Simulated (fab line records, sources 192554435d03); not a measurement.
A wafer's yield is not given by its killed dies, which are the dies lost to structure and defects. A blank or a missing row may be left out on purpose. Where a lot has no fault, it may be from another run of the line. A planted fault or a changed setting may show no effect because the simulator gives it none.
fab line records -- flow n5_finfet
[record] lots = 9, wafers = 27, last_day = 18
route steps=1938 shown BEOL_M4@1111 BEOL_M5@1161 BEOL_M6@1194 PASSIVATION@1936
lots that met no fault: from a run of the same line without faults
start_h: hours from the record's first day to the start of the lot's first wafer shown -- wait_h: hours elapsed since this lot's preceding step -- " as in the row above -- L1.1+2: a single row standing in for several wafers -- - no value, or no start given -- * or withheld: withheld -- < > ~ a bound
route shown NAME@n: names a module that has steps shown in the file, with the first one's number in the route -- usual: mean/standard deviation of fault-free wafers -- same: alike in all rows -- chamber/n: place in a boat -- sites: each site's reading -- _std_site: the values' standard deviation -- _edge_site: inner sites' mean taken away from outer sites' mean -- radius_mm: how far each site lies from the wafer's centre -- mask NAME#n: copy n -- behind: tool/chamber where the wafer was last shaped -- hold: what put the lot on hold/how long, in hours/how the hold closed -- device: the n, p or np transistor that did not switch -- end of line: the route-end tests of the same wafers -- for a step that has no rows: nothing shown but its recipe -- killed: count of dies lost to structure and defects at first sort (not the wafer's yield) -- map: dies across one wafer; x = killed, . = not, _ = none there
set.NAME: the setting the step ran with; set.NAME@STEP: the setting that earlier step ran with -- model.NAME: the simulator's own value behind a step, which no gauge read
route steps across a sampled set of lots; one table per step, one row per wafer
services: a tool's chamber out of use, with start hour (start_h, from the record's first day; less than 0 if before it), hours out, and reason
[[steps]]
[step N5_BEOL_M4_RC_MEAS_101]
[usual] DIBL_N = 36.5/1.9, DIBL_P = 36.7/2.1, IOFF_N = 0.17/0.035, IOFF_P = 0.22/0.042, ION_N = 676/10, ION_P = 462/8.1, SS_N = 71.5/0.72, SS_P = 73.4/0.7, VT_N = 249/3.1, VT_P = -250/3.9
lot.wafer,tool,chamber,start_h,wait_h,DIBL_N[mV/V],DIBL_P[mV/V],IOFF_N[nA/um],IOFF_P[nA/um],ION_N[uA/um],ION_P[uA/um],SS_N[mV/dec],SS_P[mV/dec],VT_N[mV],VT_P[mV]
L796.1,prober-01,0,163.60,0.0,34.5,32.9,0.12,0.18,675,460,70.9,72.8,253,-251
L796.3,prober-01,0,163.60,0.0,34.9,34.7,0.14,0.21,687,476,71.1,73.2,248,-250
L796.5,prober-01,0,163.60,0.0,33.1,31.6,0.10,0.16,660,457,70.9,72.6,257,-252
L797.2,prober-02,0,180.98,0.2,38.3,40.1,0.21,0.31,678,466,72.6,74.4,250,-246
L797.4,prober-02,0,180.98,0.2,38.4,40.2,0.22,0.31,695,481,71.9,74.1,245,-244
L797.6,prober-02,0,180.98,0.2,36.6,36.9,0.18,0.25,681,471,72.8,73.3,249,-246
L798.1,prober-01,0,181.00,0.0,35.3,36.5,0.14,0.18,674,456,71.3,74.1,251,-257
L798.4,prober-01,0,181.00,0.0,35.1,36.3,0.14,0.17,673,456,72.2,72.9,249,-256
L798.6,prober-01,0,181.00,0.0,35.1,36.6,0.15,0.18,679,458,71.7,73.7,249,-257
L801.2,prober-02,0,219.95,0.2,37.9,37.8,0.16,0.27,674,467,72.4,73.1,247,-245
L801.3,prober-02,0,219.95,0.2,39.7,40.0,0.20,0.30,681,472,72.3,74.3,249,-244
L801.5,prober-02,0,219.95,0.2,38.8,38.7,0.17,0.26,670,460,71.8,73.7,249,-246
L810.2,prober-02,0,257.03,0.2,37.9,37.9,0.18,0.20,678,456,70.9,73.9,248,-254
L810.3,prober-02,0,257.03,0.2,36.5,35.3,0.16,0.17,671,451,71.8,73.2,251,-254
L810.4,prober-02,0,257.03,0.2,36.5,36.1,0.15,0.18,669,456,71.2,73.0,251,-254
L812.3,prober-01,0,269.23,0.3,36.0,34.8,0.15,0.18,666,454,72.0,72.8,254,-252
L812.4,prober-01,0,269.23,0.3,37.1,35.7,0.16,0.19,668,456,72.6,72.5,249,-254
L812.6,prober-01,0,269.23,0.3,35.8,34.6,0.14,0.18,657,446,71.6,72.5,253,-252
L815.2,prober-01,0,298.20,0.2,34.7,37.2,0.13,0.22,663,463,71.5,73.4,254,-249
L815.3,prober-01,0,298.20,0.2,34.3,35.7,0.13,0.21,666,461,70.9,73.4,254,-249
L815.4,prober-01,0,298.20,0.2,37.2,39.5,0.18,0.26,687,471,72.2,73.7,249,-247
L817.2,prober-02,0,316.44,0.2,35.2,34.6,0.12,0.16,662,454,71.2,72.1,253,-255
L817.5,prober-02,0,316.44,0.2,36.2,36.1,0.15,0.17,679,458,71.1,73.1,247,-254
L817.6,prober-02,0,316.44,0.2,34.5,34.0,0.12,0.15,659,451,71.2,72.1,253,-256
L816.3,prober-01,0,320.83,0.3,34.6,35.7,0.15,0.19,670,457,71.2,73.1,249,-254
L816.5,prober-01,0,320.83,0.3,37.0,39.9,0.18,0.25,675,459,71.9,74.6,247,-252
L816.6,prober-01,0,320.83,0.3,34.2,35.9,0.14,0.18,670,455,71.0,73.3,249,-256
[step N5_BEOL_M5_ETCH_41]
[recipe] chemistry = CH3F/O2, target = SiCN, target_depth_a = 315, taper_deg = 2, time_s = 56.7, ion_energy_ev = 120, mask_material = TiN, pressure_mtorr = 30, source_w = 395, bias_w = 75, Ar_flow_sccm = 150, CH3F_flow_sccm = 30, O2_flow_sccm = 20
[usual] drypump_motor_current_A = 5.6/0.53, oes_product_au = 0.78/0.085, rf_fwd_power_W = 390.9/1.8, rf_vpp_V = 297.5/1.8, showerhead_plenum_p_Torr = 2.01/0.072, throttle_valve_pct = 16.41/0.23
lot.wafer,tool,chamber,start_h,wait_h,drypump_motor_current_A,oes_product_au,rf_fwd_power_W,rf_hours_counter_h,rf_vpp_V,showerhead_plenum_p_Torr,throttle_valve_pct
L796.1,rie_diel-04,2,-,-,5.1,0.72,389.5,191,296.1,1.90,16.37
L796.3,rie_diel-04,3,-,-,4.9,0.74,391.6,166,298.4,2.07,16.44
L796.5,rie_diel-04,3,-,-,4.9,0.75,392.7,-,298.7,2.07,16.47
L798.1,rie_diel-03,1,-,-,6.1,0.72,393.4,165,296.8,1.99,16.50
L798.4,rie_diel-03,0,-,-,4.9,0.76,388.4,162,295.0,1.91,16.61
L798.6,rie_diel-03,2,-,-,6.1,0.70,392.2,-,297.2,2.05,16.44
L797.2,rie_diel-03,3,-,-,6.3,0.96,387.7,6,298.7,1.98,16.49
L797.4,rie_diel-03,1,-,-,6.0,0.72,392.0,165,297.1,1.99,16.50
L797.6,rie_diel-03,2,-,-,6.1,0.70,391.3,-,298.6,2.05,16.43
L801.2,rie_diel-03,0,-,-,4.9,0.75,390.7,173,295.2,1.91,16.62
L801.3,rie_diel-03,3,-,-,6.3,0.93,388.2,19,295.5,1.98,16.51
L801.5,rie_diel-03,0,-,-,4.9,0.75,387.6,-,295.5,1.91,16.62
L810.2,rie_diel-04,3,-,-,4.9,0.73,392.8,187,299.0,2.06,16.48
L810.3,rie_diel-04,0,-,-,5.3,0.73,393.8,176,296.4,1.99,16.14
L810.4,rie_diel-04,1,-,-,4.9,0.72,391.0,180,299.6,2.08,16.76
L812.3,rie_diel-05,3,-,-,6.1,0.84,390.7,59,296.9,1.94,16.02
L812.4,rie_diel-05,2,-,-,5.0,0.89,391.9,41,298.0,2.12,16.35
L812.6,rie_diel-05,1,-,-,5.6,0.81,391.9,-,298.9,2.12,16.50
L815.2,rie_diel-04,3,-,-,4.9,0.71,393.6,199,298.3,2.06,16.52
L815.3,rie_diel-04,1,-,-,4.9,0.71,388.5,191,297.9,2.07,16.79
L815.4,rie_diel-04,2,-,-,5.1,0.69,389.1,226,294.4,1.89,16.43
L817.2,rie_diel-03,2,-,-,6.2,0.91,389.4,26,298.1,2.04,15.97
L817.5,rie_diel-03,0,-,-,4.9,0.72,388.7,-,296.5,1.90,16.69
L817.6,rie_diel-03,1,-,-,6.1,0.68,392.0,-,297.4,1.98,16.60
L816.3,rie_diel-03,1,-,-,6.0,0.68,392.0,208,296.2,1.98,16.57
L816.5,rie_diel-03,2,-,-,6.2,0.91,391.3,-,299.0,2.04,15.97
L816.6,rie_diel-03,1,-,-,6.0,0.68,393.2,-,296.5,1.98,16.60
[step N5_BEOL_M5_STRIP_91]
[recipe] chemistry = N2/H2, time_s = 10, power_w = 450, temp_c = 40, pressure_mtorr = 20, rf_frequency_hz = 6e+07, bias_power_w = 7, n2_flow_sccm = 200, h2_flow_sccm = 200
[usual] drypump_motor_current_A = 5.6/0.53, oes_product_au = 0.78/0.085, rf_vpp_V = 59.2/0.89, showerhead_plenum_p_Torr = 2.54/0.094, throttle_valve_pct = 23.65/0.26
lot.wafer,tool,chamber,start_h,wait_h,drypump_motor_current_A,oes_product_au,rf_hours_counter_h,rf_vpp_V,showerhead_plenum_p_Torr,throttle_valve_pct
L796.1,rie_diel-04,2,-,-,5.1,0.72,191,57.7,2.40,23.39
L796.3,rie_diel-04,3,-,-,4.9,0.75,166,60.6,2.63,23.78
L796.5,rie_diel-04,3,-,-,4.9,0.76,-,59.1,2.63,23.77
L798.1,rie_diel-03,1,-,-,6.1,0.72,165,59.8,2.53,23.82
L798.4,rie_diel-03,0,-,-,4.9,0.77,162,59.1,2.43,23.87
L798.6,rie_diel-03,2,-,-,6.1,0.71,-,60.3,2.60,23.68
L797.2,rie_diel-03,3,-,-,6.3,0.95,6,59.6,2.48,23.58
L797.4,rie_diel-03,1,-,-,6.0,0.71,165,58.5,2.53,23.81
L797.6,rie_diel-03,2,-,-,6.2,0.70,-,59.8,2.60,23.67
L801.2,rie_diel-03,0,-,-,4.9,0.75,173,58.9,2.43,23.89
L801.3,rie_diel-03,3,-,-,6.3,0.93,19,58.5,2.47,23.62
L801.5,rie_diel-03,0,-,-,4.9,0.75,-,61.0,2.43,23.90
L810.2,rie_diel-04,3,-,-,4.9,0.74,187,59.9,2.62,23.79
L810.3,rie_diel-04,0,-,-,5.3,0.72,176,59.2,2.54,23.39
L810.4,rie_diel-04,1,-,-,4.9,0.73,180,59.6,2.63,24.21
L812.3,rie_diel-05,3,-,-,6.2,0.85,59,57.6,2.45,23.32
L812.4,rie_diel-05,2,-,-,5.1,0.90,41,59.7,2.68,23.68
L812.6,rie_diel-05,1,-,-,5.6,0.80,-,61.1,2.67,23.63
L815.2,rie_diel-04,3,-,-,4.9,0.72,199,60.3,2.61,23.82
L815.3,rie_diel-04,1,-,-,5.0,0.73,191,61.0,2.62,24.22
L815.4,rie_diel-04,2,-,-,5.1,0.68,226,58.3,2.39,23.46
L817.2,rie_diel-03,2,-,-,6.2,0.91,26,58.2,2.59,23.13
L817.5,rie_diel-03,0,-,-,4.9,0.73,-,60.3,2.42,23.93
L817.6,rie_diel-03,1,-,-,6.1,0.68,-,59.2,2.51,23.87
L816.3,rie_diel-03,1,-,-,6.1,0.68,208,59.1,2.51,23.87
L816.5,rie_diel-03,2,-,-,6.2,0.90,-,60.8,2.58,23.12
L816.6,rie_diel-03,1,-,-,6.1,0.68,-,59.7,2.51,23.85
[step N5_BEOL_M5_DEP_56]
[recipe] material = SiCN, target_thk_a = 80, temp_c = withheld, precursor = 3MS/NH3, pressure_torr = 3, rf_w = 202, time_s = 14
[usual] rf_fwd_power_W = 199.6/0.9, showerhead_plenum_p_Torr = 3.665/0.012, throttle_valve_pct = 9.0/0.5
lot.wafer,tool,chamber,start_h,wait_h,rf_fwd_power_W,showerhead_plenum_p_Torr,throttle_valve_pct
L796.1,pecvd-03,2,175.12,0.0,199.4,3.670,8.4
L796.3,pecvd-03,0,175.12,0.0,198.8,3.647,9.3
L796.5,pecvd-03,1,175.12,0.0,199.5,3.682,8.8
L798.1,pecvd-01,2,197.98,0.0,197.4,3.668,9.6
L798.4,pecvd-01,2,197.98,0.0,198.2,3.672,9.7
L798.6,pecvd-01,1,197.98,0.0,200.3,3.672,10.0
L797.2,pecvd-03,0,206.09,0.0,200.8,3.654,9.0
L797.4,pecvd-03,0,206.09,0.0,200.3,3.650,9.5
L797.6,pecvd-03,2,206.09,0.0,198.9,3.671,8.7
L801.2,pecvd-03,1,235.31,0.0,199.9,3.689,8.8
L801.3,pecvd-03,0,235.31,0.0,199.7,3.657,9.4
L801.5,pecvd-03,0,235.31,0.0,199.5,3.662,9.2
L810.2,pecvd-01,0,270.92,0.0,198.8,3.672,9.1
L810.3,pecvd-01,2,270.92,0.0,198.2,3.671,8.5
L810.4,pecvd-01,1,270.92,0.0,200.7,3.664,9.9
L812.3,pecvd-04,2,284.20,0.0,200.7,3.671,8.9
L812.4,pecvd-04,1,284.20,0.0,199.4,3.660,9.8
L812.6,pecvd-04,0,284.20,0.0,199.5,3.640,8.4
L815.2,pecvd-01,1,309.43,0.0,200.3,3.660,9.8
L815.3,pecvd-01,0,309.43,0.0,200.0,3.676,9.3
L815.4,pecvd-01,0,309.43,0.0,200.1,3.693,9.2
L817.2,pecvd-03,1,330.78,0.0,199.3,3.677,8.7
L817.5,pecvd-03,1,330.78,0.0,200.0,3.686,8.6
L817.6,pecvd-03,0,330.78,0.0,200.4,3.657,9.6
L816.3,pecvd-04,1,334.84,0.0,198.3,3.659,9.4
L816.5,pecvd-04,0,334.84,0.0,198.9,3.647,8.8
L816.6,pecvd-04,1,334.84,0.0,197.7,3.657,9.4
[step N5_BEOL_M6_ILD_DEP_00]
[recipe] material = SiCOH_lowk, target_thk_a = 1797.5, temp_c = 300, precursor = DEMS/porogen, pressure_torr = 5, rf_w = 500, time_s = 33.4
[usual] heater_power_w = 283/43, rf_fwd_power_W = 495.4/1.9, showerhead_plenum_p_Torr = 5.733/0.014, throttle_valve_pct = 13.4/0.58
lot.wafer,tool,chamber,start_h,wait_h,heater_power_w,rf_fwd_power_W,showerhead_plenum_p_Torr,throttle_valve_pct
L796.1,pecvd-02,1,175.25,0.0,296,494.2,5.711,13.3
L796.3,pecvd-02,0,175.25,0.0,305,496.8,5.734,13.4
L796.5,pecvd-02,0,175.25,0.0,315,494.3,5.745,13.3
L798.1,pecvd-03,1,198.11,0.0,249,497.2,5.765,13.2
L798.4,pecvd-03,0,198.11,0.0,306,495.3,5.721,13.9
L798.6,pecvd-03,2,198.11,0.0,276,494.3,5.743,13.3
L797.2,pecvd-02,1,206.22,0.0,320,493.3,5.722,13.2
L797.4,pecvd-02,0,206.22,0.0,272,494.0,5.720,13.4
L797.6,pecvd-02,1,206.22,0.0,333,494.3,5.727,13.1
L801.2,pecvd-02,0,235.44,0.0,311,495.1,5.736,13.5
L801.3,pecvd-02,1,235.44,0.0,324,495.4,5.728,13.5
L801.5,pecvd-02,1,235.44,0.0,325,495.7,5.725,13.6
L810.2,pecvd-02,0,271.05,0.0,298,496.7,5.731,13.6
L810.3,pecvd-02,1,271.05,0.0,314,497.2,5.726,13.6
L810.4,pecvd-02,1,271.05,0.0,320,494.2,5.722,13.3
L812.3,pecvd-02,1,284.33,0.0,325,495.5,5.724,13.4
L812.4,pecvd-02,0,284.33,0.0,277,493.7,5.728,13.4
L812.6,pecvd-02,2,284.33,0.0,314,494.5,5.728,12.8
L815.2,pecvd-04,0,309.64,0.1,215,497.3,5.711,13.2
L815.3,pecvd-04,1,309.64,0.1,352,496.0,5.732,14.8
L815.4,pecvd-04,0,309.64,0.1,211,496.3,5.718,13.1
L817.2,pecvd-04,1,330.93,0.0,345,494.8,5.735,14.8
L817.5,pecvd-04,1,330.93,0.0,364,494.7,5.717,14.6
L817.6,pecvd-04,0,330.93,0.0,223,494.1,5.709,13.1
L816.3,pecvd-03,1,334.97,0.0,290,495.7,5.760,13.2
L816.5,pecvd-03,2,334.97,0.0,299,493.5,5.738,13.0
L816.6,pecvd-03,0,334.97,0.0,265,495.0,5.731,14.3
[step N5_BEOL_M6_THK_MEAS_01]
[recipe] reads = SiCOH_lowk_of_BEOL_M6_ILD_DEP_00
[usual] M6_ILD_THK = 155.3/1.9
lot.wafer,tool,chamber,start_h,wait_h,M6_ILD_THK[nm]
L796.1,film_metro-01,-,175.83,0.4,154.2
L796.3,film_metro-01,-,175.83,0.4,155.3
L796.5,film_metro-01,-,175.83,0.4,158.3
L798.1,film_metro-01,-,198.70,0.4,153.9
L798.4,film_metro-01,-,198.70,0.4,158.3
L798.6,film_metro-01,-,198.70,0.4,157.1
L797.2,film_metro-02,-,207.28,0.7,154.4
L797.4,film_metro-02,-,207.28,0.7,157.1
L797.6,film_metro-02,-,207.28,0.7,156.1
L801.2,film_metro-02,-,236.55,0.4,151.9
L801.3,film_metro-02,-,236.55,0.4,152.2
L801.5,film_metro-02,-,236.55,0.4,152.9
L810.2,film_metro-01,-,271.62,0.4,283.4
L810.3,film_metro-01,-,271.62,0.4,282.6
L810.4,film_metro-01,-,271.62,0.4,288.4
L812.3,film_metro-02,-,285.39,0.5,286.3
L812.4,film_metro-02,-,285.39,0.5,286.5
L812.6,film_metro-02,-,285.39,0.5,287.7
L815.2,film_metro-02,-,310.24,0.4,153.8
L815.3,film_metro-02,-,310.24,0.4,158.9
L815.4,film_metro-02,-,310.24,0.4,158.8
L817.2,film_metro-01,-,331.51,0.4,156.5
L817.5,film_metro-01,-,331.51,0.4,157.0
L817.6,film_metro-01,-,331.51,0.4,156.5
L816.3,film_metro-01,-,335.54,0.3,153.8
L816.5,film_metro-01,-,335.54,0.3,153.9
L816.6,film_metro-01,-,335.54,0.3,154.6
[step N5_PASSIVATION_PROBE_49]
[usual] defect_limited_yield = 91.4/1.5, killed_at_M0_to_M3 = 35/12, killed_at_M4_up = 13/5.8, killed_at_contacts = 12/5.5, killed_at_front_end = 36/9.9, killed_at_other = 4/3.7, killed_dies = 101/18, killed_on_rim = 13/4.1, killed_open = 66/13, killed_short = 33/8, sort_bin_5_function = 5.0/1, sort_bin_6_memory = 3.2/0.67, sort_n_pass = 1079/18, sort_yield_pct = 91.4/1.5
[same] gross_dies = 1180, killed_at_back_side = 0, sort_bin_4_leakage[%] = 0, sort_bin_8_speed[%] = 0
lot.wafer,tool,chamber,start_h,wait_h,defect_limited_yield[%],killed_at_M0_to_M3,killed_at_M4_up,killed_at_contacts,killed_at_front_end,killed_at_other,killed_dies,killed_on_rim,killed_open,killed_short,sort_bin_5_function[%],sort_bin_6_memory[%],sort_n_pass,sort_yield_pct[%]
L810.2,prober-01,-,373.96,0.1,0,25,1114,3,35,3,1180,152,41,31,97.4,2.2,0,0
L810.3,prober-01,-,374.01,0.1,0,35,1083,17,35,10,1180,152,64,42,95.9,3.9,0,0
L810.4,prober-01,-,374.06,0.2,0,34,1095,9,22,20,1180,152,66,29,96.5,3.3,0,0
L812.3,prober-02,-,377.18,0.1,0,37,1097,13,21,12,1180,152,58,32,96.6,3.2,0,0
L812.4,prober-02,-,377.23,0.2,0,36,1096,7,30,11,1180,152,60,31,96.6,2.8,0,0
L812.6,prober-02,-,377.33,0.3,0,21,1090,18,36,15,1180,152,64,39,95.6,4.1,0,0
// killed by level:class
L810.2 BEOL_M6:area_etch=1108 FIN_SAQP:geometric_particle:open=11 FIN_SAQP:geometric_particle:short=9 BEOL_M0_SAQP:geometric_particle:short=7 BEOL_M3:geometric_particle:open=7 BEOL_M0_SAQP:geometric_particle:open=6 GATE_CUT:geometric_particle:short=4 STARTING-WAFER:geometric_particle:short=3
L810.3 BEOL_M6:area_etch=1074 MOL_CONTACT_COAG:geometric_particle:open=14 BEOL_M0_SAQP:geometric_particle:short=13 BEOL_M0_SAQP:geometric_particle:open=10 STI_FIN_REVEAL:geometric_particle:open=8 FIN_SAQP:geometric_particle:short=7 BEOL_M3:geometric_particle:open=6 FIN_SAQP:geometric_particle:open=4
L810.4 BEOL_M6:area_etch=1085 PASS1_CAP:geometric_particle:open=9 MOL_CONTACT_COAG:geometric_particle:open=8 BEOL_M0_SAQP:geometric_particle:open=8 PASS1_CAP:geometric_particle:short=7 DUMMY_GATE:geometric_particle:open=6 BEOL_M0_SAQP:geometric_particle:short=6 BEOL_M2:geometric_particle:open=6
L812.3 BEOL_M6:area_etch=1090 MOL_CONTACT_COAG:geometric_particle:open=11 BEOL_M0_SAQP:geometric_particle:short=9 FIN_SAQP:geometric_particle:short=5 BEOL_M0_SAQP:geometric_particle:open=5 BEOL_M0:geometric_particle:open=5 BEOL_M1:geometric_particle:open=5 BEOL_M2:geometric_particle:open=5
L812.4 BEOL_M6:area_etch=1088 BEOL_M3:geometric_particle:open=12 FIN_SAQP:geometric_particle:open=8 FIN_SAQP:geometric_particle:short=7 BEOL_M2:geometric_particle:open=7 MOL_CONTACT_COAG:geometric_particle:open=6 BEOL_M1:geometric_particle:open=5 GATE_CUT:geometric_particle:short=5
L812.6 BEOL_M6:area_etch=1077 MOL_CONTACT_COAG:geometric_particle:open=17 FIN_SAQP:geometric_particle:short=11 FIN_SAQP:geometric_particle:open=8 BEOL_M0_SAQP:geometric_particle:short=6 BEOL_M3:geometric_particle:open=6 BEOL_M4:geometric_particle:open=5 MIM_BOT:geometric_particle:short=5
[[services]]
tool,chamber,start_h,hours,kind
pecvd-01,2,145.14,11.9,repair
rie_diel-05,-,147.63,0.9,repair
rie_diel-03,3,153.55,-,clean
rie_diel-03,3,153.55,-,consumable_replace:focus_ring
rie_diel-03,3,153.55,24.3,scheduled_down
rie_diel-03,3,153.55,24.3,vent_cycle
rie_diel-03,0,154.99,7.7,repair
pecvd-02,2,162.58,6.2,repair
rie_diel-04,-,174.46,15.6,pm
rie_diel-05,2,179.59,5.7,repair
rie_diel-05,1,184.83,6.6,repair
rie_diel-05,-,187.41,14.6,pm
rie_diel-03,0,196.77,6.4,repair
pecvd-03,-,199.47,0.3,repair
rie_diel-04,3,200.90,12.8,repair
rie_diel-04,2,216.19,9.9,repair
rie_diel-03,2,216.52,-,clean
rie_diel-03,2,216.52,-,consumable_replace:focus_ring
rie_diel-05,3,251.62,3.5,repair
rie_diel-03,-,253.91,0.7,repair
pecvd-03,-,270.84,0.9,repair
pecvd-02,1,295.21,5.2,repair
rie_diel-04,3,309.13,11.7,repair
rie_diel-04,1,326.22,4.5,repair
[[key]]
[first_sign] step = N5_BEOL_M6_THK_MEAS_01, reading = M6_ILD_THK, direction = up, sigmas = 68, usual = 155.3, struck = 285.8
[effect] step = N5_PASSIVATION_PROBE_49, reading = killed_at_M4_up, direction = up, sigmas = 99+, usual = 13, struck = 1096
[more_kills_born_at] N5_BEOL_M6_ETCH_41@rie_diel-06 = 3267, N5_BEOL_M6_ETCH_41@rie_diel-02 = 3255
met_at N5_BEOL_M6_ILD_DEP_00
struck_lots L810,L812
later_rows_left_out L810.2,L810.3,L810.4,L812.3,L812.4,L812.6
not_acting_at N5_BEOL_M5_ETCH_41,N5_BEOL_M5_STRIP_91,N5_BEOL_M5_DEP_56
onset_between 235.44 271.05
[fault] kind = process_parameter_drift, tool = pecvd-02, chamber = -, onset_h = 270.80, steps = N5_BEOL_M6_ILD_DEP_00, channel = time_s, offset = *, shape = step, end_h = 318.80, acts_in = *, stated = *
// later_rows_left_out: the simulator's readings of these wafers behind a module that went badly wrong aren't trusted and aren't shown, but for the sort
